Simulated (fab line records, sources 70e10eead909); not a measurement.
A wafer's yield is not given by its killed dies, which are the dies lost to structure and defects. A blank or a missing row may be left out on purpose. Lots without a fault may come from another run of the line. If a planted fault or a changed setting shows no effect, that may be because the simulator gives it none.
Chamber matching    flow nand harc    4 sister chambers for NHARC_A_DECK1_JOINT_ETCHBACK_00 on rie si-03
The step etches the open film in HBr, target depth 30 nm, time 17.4 s. 14 wafers are shown with their chamber, then 7 later ones without.

## WAFERS WITH THEIR CHAMBER
wafer   chamber  drypump motor current A (A)  oes product au (a.u.)  throttle valve pct (%)
L359.2  0        6.3                          0.995                  23.255
L359.4  3        5.4                          0.999                  23.262
L359.6  1        5.9                          0.999                  23.270
L364.1  2        6.0                          0.998                  23.278
L364.5  1        6.0                          0.997                  23.246
L364.6  2        6.0                          1.005                  23.273
L372.2  2        6.0                          0.994                  23.273
L372.3  3        5.4                          1.011                  23.269
L372.6  3        5.4                          1.011                  23.266
L375.4  3        5.4                          1.010                  23.268
L375.5  2        6.0                          0.994                  23.266
L375.6  1        6.0                          0.991                  23.283
L377.1  1        6.0                          0.991                  23.276
L377.4  3        5.4                          1.007                  23.264

SIGNATURES (averages over the wafers above)
reading                  chamber 0  chamber 1  chamber 2  chamber 3  scatter within a chamber
drypump motor current A  6.300      5.975      6.000      5.400      0.0274
oes product au           0.99500    0.99450    0.99775    1.00760    0.00485
throttle valve pct       23.25500   23.26875   23.27250   23.26580   0.00938
Rule: a wafer's distance from a chamber is the root of the sum, over the readings, of the square of ((its reading less the chamber's mean) divided by the reading's scatter). If the next closest chamber is less than 2 further off than the closest, the wafer can't be placed; otherwise it belongs to the closest. The scatter: the root of (the sum of the squares of (reading less its chamber's mean) over the shown wafers, divided by (wafers less chambers)).

## WAFERS WHOSE CHAMBER IS MISSING
wafer   drypump motor current A (A)  oes product au (a.u.)  throttle valve pct (%)
L377.5  6.0                          0.988                  23.269
L378.1  6.0                          0.989                  23.258
L378.3  5.4                          1.017                  23.245
L378.4  6.3                          0.999                  23.282
L379.1  6.0                          0.985                  23.262
L379.3  6.0                          0.994                  23.280
L379.6  5.4                          1.010                  23.277

## CHAMBER TAKEN BY EACH
wafer   from the rows above      in truth
L377.5  can't be placed: 1 or 2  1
L378.1  can't be placed: 1 or 2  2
L378.3  3                        3
L378.4  0                        0
L379.1  can't be placed: 1 or 2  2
L379.3  can't be placed: 2 or 1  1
L379.6  3                        3
Correct placement for 3 of the 7. Cannot be placed on the basis of these rows: 4; the candidates contain the true chamber in 4. Placed wrongly: 0.
